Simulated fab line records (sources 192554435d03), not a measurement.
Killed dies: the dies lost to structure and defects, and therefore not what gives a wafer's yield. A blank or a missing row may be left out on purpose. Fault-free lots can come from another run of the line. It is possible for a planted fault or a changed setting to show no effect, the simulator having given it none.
The tool behind it: which one? | flow n5Finfet | 72 wafers from 24 lots sampled at 3 of the route's 1938 steps

== WHAT THE GAUGES READ, wafer by wafer ==
N5_HKMG_FIN_INSPECT_61: inspects for defects (macro). Usual: rawDefectCount 2.2, standard deviation 1.4.
lot  | measured    | on               | rawDefectCount | flag
L074 | day 3 22:06 | defectInspect-01 | 2 1 3          | 
L075 | day 4 07:56 | defectInspect-01 | 0 4 1          | 
L076 | day 4 15:04 | defectInspect-02 | 3 1 1          | 
L077 | day 4 17:11 | defectInspect-01 | 0 1 4          | 
L078 | day 5 03:49 | defectInspect-02 | 0 1 0          | 
L079 | day 5 06:16 | defectInspect-01 | 2 2 2          | 
L080 | day 5 15:46 | defectInspect-02 | 2 1 1          | 
L081 | day 5 23:25 | defectInspect-01 | 3 2 0          | 
L082 | day 5 23:43 | defectInspect-02 | 1 3 1          | 
L083 | day 6 10:23 | defectInspect-02 | 1 1 3          | 
L084 | day 6 19:14 | defectInspect-02 | 2 4 1          | 
L085 | day 6 21:05 | defectInspect-02 | 2 2 4          | 
L086 | day 7 03:05 | defectInspect-01 | 2 2 1          | 
L087 | day 7 08:12 | defectInspect-01 | 5 2 4          | 
L088 | day 7 16:47 | defectInspect-01 | 2 5 1          | 
L089 | day 7 20:53 | defectInspect-02 | 3 2 3          | 
L090 | day 8 03:29 | defectInspect-02 | 1 3 4          | 
L091 | day 8 05:59 | defectInspect-01 | 2 1 4          | 
L092 | day 8 14:46 | defectInspect-02 | 2 1 1          | 
L093 | day 8 19:28 | defectInspect-02 | 2 0 3          | 
L094 | day 9 01:23 | defectInspect-02 | 3 1 1          | 
L095 | day 9 08:20 | defectInspect-02 | 2 2 3          | 
L096 | day 9 12:08 | defectInspect-01 | 2 0 2          | 
L097 | day 9 22:40 | defectInspect-02 | 1 2 4          | 

N5_HKMG_FIN_CD_MEAS_12 targets a cd of 92.8 nm. Usual: cdNm 93.2 nm, standard deviation 0.83.
lot  | measured     | on       | cdNm (nm)      | flag
L074 | day 4 01:25  | cdSem-01 | 92.5 93.7 93.4 | 
L075 | day 4 11:09  | cdSem-01 | 92.1 92.3 94.5 | 
L076 | day 4 18:22  | cdSem-01 | 93.4 94.9 93.5 | 
L077 | day 4 20:30  | cdSem-03 | 93.2 93.3 93.8 | 
L078 | day 5 07:20  | cdSem-03 | 94.2 92.2 93.5 | 
L079 | day 5 09:53  | cdSem-03 | 93.9 93.8 93.5 | 
L080 | day 5 19:08  | cdSem-02 | 93.3 94.2 92.3 | 
L081 | day 6 02:44  | cdSem-02 | 92.7 93.8 92.4 | 
L082 | day 6 03:18  | cdSem-02 | 91.1 93.8 92.5 | 
L083 | day 6 13:35  | cdSem-01 | 93.0 93.6 91.6 | 
L084 | day 6 22:31  | cdSem-03 | 93.7 91.8 94.2 | 
L085 | day 7 00:38  | cdSem-03 | 93.7 93.4 93.1 | 
L086 | day 7 06:25  | cdSem-03 | 92.6 93.7 94.0 | 
L087 | day 7 11:47  | cdSem-03 | 93.1 93.4 92.3 | 
L088 | day 7 20:14  | cdSem-01 | 92.5 93.0 92.3 | 
L089 | day 8 00:13  | cdSem-01 | 92.7 94.5 93.2 | 
L090 | day 8 07:03  | cdSem-01 | 93.8 93.7 93.4 | 
L091 | day 8 09:26  | cdSem-03 | 93.7 93.4 93.1 | 
L092 | day 8 18:05  | cdSem-01 | 92.3 91.6 92.4 | 
L093 | day 8 22:46  | cdSem-02 | 92.4 93.1 93.1 | 
L094 | day 9 04:39  | cdSem-02 | 94.0 93.4 93.5 | 
L095 | day 9 11:34  | cdSem-01 | 93.4 94.1 93.3 | 
L096 | day 9 15:38  | cdSem-01 | 94.2 94.8 93.7 | 
L097 | day 10 02:02 | cdSem-01 | 92.7 93.6 93.2 | 

== EACH LOT AND THE TOOL THAT RAN IT (in order: tool; ch and the chambers of the sampled wafers; start) ==
lot  | N5_HKMG_FIN_DESCUM_53
L074 | rieDiel-02 ch 0,1, day 3 22:08
L075 | rieDiel-02 ch 0,1,2, day 4 07:59
L076 | rieDiel-01 ch 2,3, day 4 15:06
L077 | rieDiel-05 ch 1,2,3, day 4 17:13
L078 | rieDiel-01 ch 0,1,3, day 5 03:51
L079 | rieDiel-05 ch 0,2,3, day 5 06:19
L080 | rieDiel-01 ch 2,3, day 5 15:59
L081 | rieDiel-01 ch 2,3, day 5 23:28
L082 | rieDiel-02 ch 0,3, day 6 00:07
L083 | rieDiel-01 ch 0,2, day 6 10:25
L084 | rieDiel-01 ch 0,2,3, day 6 19:16
L085 | rieDiel-02 ch 0,2,3, day 6 21:22
L086 | rieDiel-01 ch 0,2,3, day 7 03:08
L087 | rieDiel-02 ch 0,1, day 7 08:37
L088 | rieDiel-01 ch 2,3, day 7 16:49
L089 | rieDiel-05 ch 0,1, day 7 20:56
L090 | rieDiel-05 ch 0,2,3, day 8 03:41
L091 | rieDiel-02 ch 0,2,3, day 8 06:01
L092 | rieDiel-02 ch 0,2,3, day 8 14:48
L093 | rieDiel-01 ch 0,2, day 8 19:29
L094 | rieDiel-05 ch 0,2, day 9 01:26
L095 | rieDiel-02 ch 2,3, day 9 08:22
L096 | rieDiel-02 ch 1,2, day 9 12:10
L097 | rieDiel-05 ch 2,3, day 9 22:41
- N5_HKMG_FIN_DESCUM_53: chemistry O2, time 7.9 s.

== AS READ BY THE TOOLS THEMSELVES (means over the sampled wafers that have a number; for cases with no such wafer, the mark the record gives instead) ==
N5_HKMG_FIN_DESCUM_53. Usual: drypumpMotorCurrentA 5.8 A, standard deviation 0.42; oesProductAu 0.76 a.u., standard deviation 0.062; rfVppV 243.0 V, standard deviation 1.3; showerheadPlenumPTorr 2.09 Torr, standard deviation 0.07; throttleValvePct 20.60 %, standard deviation 0.27.
lot  | tool       | drypumpMotorCurrentA (A) | oesProductAu (a.u.) | rfVppV (V) | showerheadPlenumPTorr (Torr) | throttleValvePct (%) | flag
L074 | rieDiel-02 | 5.7                      | 0.79                | 242.8      | 2.04                         | 20.45                | 
L075 | rieDiel-02 | 5.6                      | 0.80                | 243.2      | 2.08                         | 20.51                | 
L076 | rieDiel-01 | 5.7                      | 0.78                | 244.2      | 2.17                         | 20.81                | 
L077 | rieDiel-05 | 5.4                      | 0.72                | 243.9      | 2.14                         | 20.53                | 
L078 | rieDiel-01 | 6.2                      | 0.72                | 242.6      | 2.08                         | 20.51                | 
L079 | rieDiel-05 | 6.0                      | 0.75                | 242.5      | 2.09                         | 20.37                | 
L080 | rieDiel-01 | 5.7                      | 0.77                | 243.8      | 2.12                         | 20.61                | 
L081 | rieDiel-01 | 5.7                      | 0.77                | 243.7      | 2.12                         | 20.62                | 
L082 | rieDiel-02 | 5.5                      | 0.82                | 242.2      | 2.08                         | 20.69                | 
L083 | rieDiel-01 | 6.1                      | 0.72                | 242.2      | 2.06                         | 20.93                | 
L084 | rieDiel-01 | 5.9                      | 0.73                | 243.0      | 2.09                         | 20.77                | 
L085 | rieDiel-02 | 5.7                      | 0.84                | 243.2      | 2.09                         | 20.58                | 
L086 | rieDiel-01 | 5.9                      | 0.73                | 242.9      | 2.09                         | 20.79                | 
L087 | rieDiel-02 | 5.6                      | 0.75                | 242.8      | 2.03                         | 20.48                | 
L088 | rieDiel-01 | 5.7                      | 0.76                | 244.2      | 2.16                         | 20.86                | 
L089 | rieDiel-05 | 5.8                      | 0.74                | 243.2      | 2.06                         | 20.65                | 
L090 | rieDiel-05 | 6.0                      | 0.72                | 242.7      | 2.08                         | 20.41                | 
L091 | rieDiel-02 | 5.6                      | 0.82                | 243.5      | 2.09                         | 20.60                | 
L092 | rieDiel-02 | 5.6                      | 0.82                | 242.4      | 2.09                         | 20.60                | 
L093 | rieDiel-01 | 6.1                      | 0.69                | 241.7      | 2.05                         | 20.96                | 
L094 | rieDiel-05 | 6.2                      | 0.74                | 242.4      | 2.03                         | 20.48                | 
L095 | rieDiel-02 | 5.8                      | 0.86                | 243.1      | 2.08                         | 20.51                | 
L096 | rieDiel-02 | 5.8                      | 0.79                | 242.8      | 2.08                         | 20.47                | 
L097 | rieDiel-05 | 5.8                      | 0.69                | 242.6      | 2.09                         | 20.40                | 

== THE ANSWER, worked out from the rows above alone ==
Rule: a lot is off if the mean of its wafers that have a number lies more than 3 standard deviations from the usual mean. A lot without any number at a reading at which 4 lots or more have one is off too. Where the step has rows for the other lots, those lots are counted as sound. After the gauges, taken in route order, come the tools' own readings; for these a lot's mean is taken, as printed above. At the first step where some lot is off, the reading lying furthest off is the one used; lots without a number count as furthest.
Nothing can be told from this: no lot is off at any reading shown.

== WHAT THE SIMULATOR PUT IN ==
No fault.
